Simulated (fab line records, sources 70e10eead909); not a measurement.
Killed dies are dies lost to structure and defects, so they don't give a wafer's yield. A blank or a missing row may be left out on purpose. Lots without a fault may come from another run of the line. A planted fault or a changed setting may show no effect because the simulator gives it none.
Which tool did it? | flow nand_harc | 6 lots, 18 wafers sampled, at 2 steps of a route of 1302

WHAT THE GAUGES READ, wafer by wafer
NHARC_A_ONON_D2_THK_MEAS_18: measures by ellipsometry.
lot  | measured     | on            | thk_nm (nm)
L562 | day 13 23:43 | film_metro-01 | 1002 1003 1001
L564 | day 14 13:44 | film_metro-02 | 981 980 981
L567 | day 15 18:25 | film_metro-01 | 1006 1005 702
L574 | day 18 21:19 | film_metro-02 | 991 990 991
L576 | day 20 00:38 | film_metro-01 | 999 997 998
L582 | day 22 05:16 | film_metro-02 | 1001 1001 1000

WHICH TOOL RAN EACH LOT (tool, then ch and the chambers of the sampled wafers, then the start)
lot  | NHARC_A_ONON_D2_DEP_16
L562 | pecvd_onon-03 ch 0, day 13 23:12
L564 | pecvd_onon-03 ch 0, day 14 13:14
L567 | pecvd_onon-03 ch 0, day 15 17:58
L574 | pecvd_onon-02 ch 0, day 18 20:52
L576 | pecvd_onon-03 ch 0, day 20 00:08
L582 | pecvd_onon-03 ch 0, day 22 04:49
- NHARC_A_ONON_D2_DEP_16: target thk 1000 nm.

THE ANSWER, worked out from the rows above alone
Rule: what is usual is taken from the lots themselves. Put in order of their means at a reading, lots are off if they are a third of the lots or fewer, leave a main group of 4 or more, and stand apart from it by a gap of 3 or more times the standard deviation of the main group's means; of several such gaps the widest counts. A main group whose means are all the same, to the digits that the tables above print for the reading, isn't used. A lot without any number at a reading at which 4 lots or more have one is off too. The other lots that the step has rows for count as sound.
Off: L567, at NHARC_A_ONON_D2_THK_MEAS_18 (thk_nm). The main group: mean 994 nm, standard deviation 7.9.
A tool fits if, at a process step before that reading, it ran every lot that is off, and no sound lot after the first of them. The gauges at NHARC_A_ONON_D2_THK_MEAS_18 are tried like those tools. None of those tried fits.

WHAT THE SIMULATOR HAD PUT IN
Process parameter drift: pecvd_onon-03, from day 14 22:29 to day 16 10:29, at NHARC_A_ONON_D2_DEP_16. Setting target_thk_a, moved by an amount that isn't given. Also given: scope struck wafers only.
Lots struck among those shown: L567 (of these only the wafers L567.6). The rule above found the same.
